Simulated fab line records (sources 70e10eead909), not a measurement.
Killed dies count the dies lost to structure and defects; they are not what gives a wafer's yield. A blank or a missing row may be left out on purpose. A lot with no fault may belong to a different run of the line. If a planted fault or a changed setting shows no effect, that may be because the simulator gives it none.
Chamber matching | flow nand harc | NHARC_A_STAIRCASE_DESCUM_168 on rie diel-03: 4 sister chambers
The step chemistry O2, time 3 s. 16 wafers are shown with their chamber, then 8 later ones without.

EACH WAFER AND ITS CHAMBER
wafer  | chamber | drypump motor current A (A) | showerhead plenum p Torr (Torr) | oes product au (a.u.)
L076.1 | 1       | 4.7                         | 1.78                            | 1.022
L076.2 | 0       | 5.4                         | 1.84                            | 1.008
L076.5 | 1       | 4.7                         | 1.78                            | 1.009
L077.2 | 2       | 5.9                         | 1.93                            | 0.980
L077.4 | 1       | 4.7                         | 1.78                            | 1.011
L077.6 | 0       | 5.4                         | 1.84                            | 1.011
L083.1 | 1       | 4.7                         | 1.77                            | 1.010
L083.2 | 0       | 5.4                         | 1.83                            | 1.022
L083.5 | 0       | 5.4                         | 1.83                            | 1.030
L087.1 | 1       | 4.7                         | 1.77                            | 0.984
L087.5 | 0       | 5.4                         | 1.83                            | 1.002
L087.6 | 3       | 5.8                         | 1.95                            | 1.005
L092.1 | 1       | 4.7                         | 1.76                            | 0.988
L092.5 | 2       | 5.8                         | 1.93                            | 0.988
L092.6 | 1       | 4.7                         | 1.76                            | 0.992
L093.2 | 3       | 5.8                         | 1.94                            | 1.016

SIGNATURES, as means of the wafers listed above
reading                  | chamber 0 | chamber 1 | chamber 2 | chamber 3 | scatter within a chamber
drypump motor current A  | 5.400     | 4.700     | 5.850     | 5.800     | 0.0204
showerhead plenum p Torr | 1.8340    | 1.7714    | 1.9300    | 1.9450    | 0.00739
oes product au           | 1.01460   | 1.00229   | 0.98400   | 1.01050   | 0.0123
Rule: distance of a wafer from a chamber = root of the sum over the readings of ((wafer's reading minus chamber's mean) / reading's scatter) squared. The wafer belongs to the nearest chamber; if the next one is less than 2 further off, it can't be placed. The scatter: the root of (the sum of the squares of (reading less its chamber's mean) over the shown wafers, divided by (wafers less chambers)).

WAFERS WITHOUT THEIR CHAMBER
wafer  | drypump motor current A (A) | showerhead plenum p Torr (Torr) | oes product au (a.u.)
L093.3 | 5.4                         | 1.82                            | 1.007
L093.5 | 4.7                         | 1.76                            | 1.000
L094.1 | 5.4                         | 1.82                            | 1.009
L094.3 | 5.8                         | 1.94                            | 1.011
L094.6 | 4.7                         | 1.76                            | 0.996
L095.1 | 5.9                         | 1.94                            | 1.012
L095.4 | 5.8                         | 1.92                            | 1.004
L095.5 | 5.9                         | 1.94                            | 1.010

THE CHAMBER EACH PASSED THROUGH
wafer  | from the rows above     | in truth
L093.3 | 0                       | 0
L093.5 | 1                       | 1
L094.1 | 0                       | 0
L094.3 | 3                       | 3
L094.6 | 1                       | 1
L095.1 | can't be placed: 2 or 3 | 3
L095.4 | can't be placed: 2 or 3 | 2
L095.5 | can't be placed: 2 or 3 | 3
5 of 8 placed correctly. Cannot be placed on the basis of these rows: 3; the candidates contain the true chamber in 3. 0 placed wrongly.
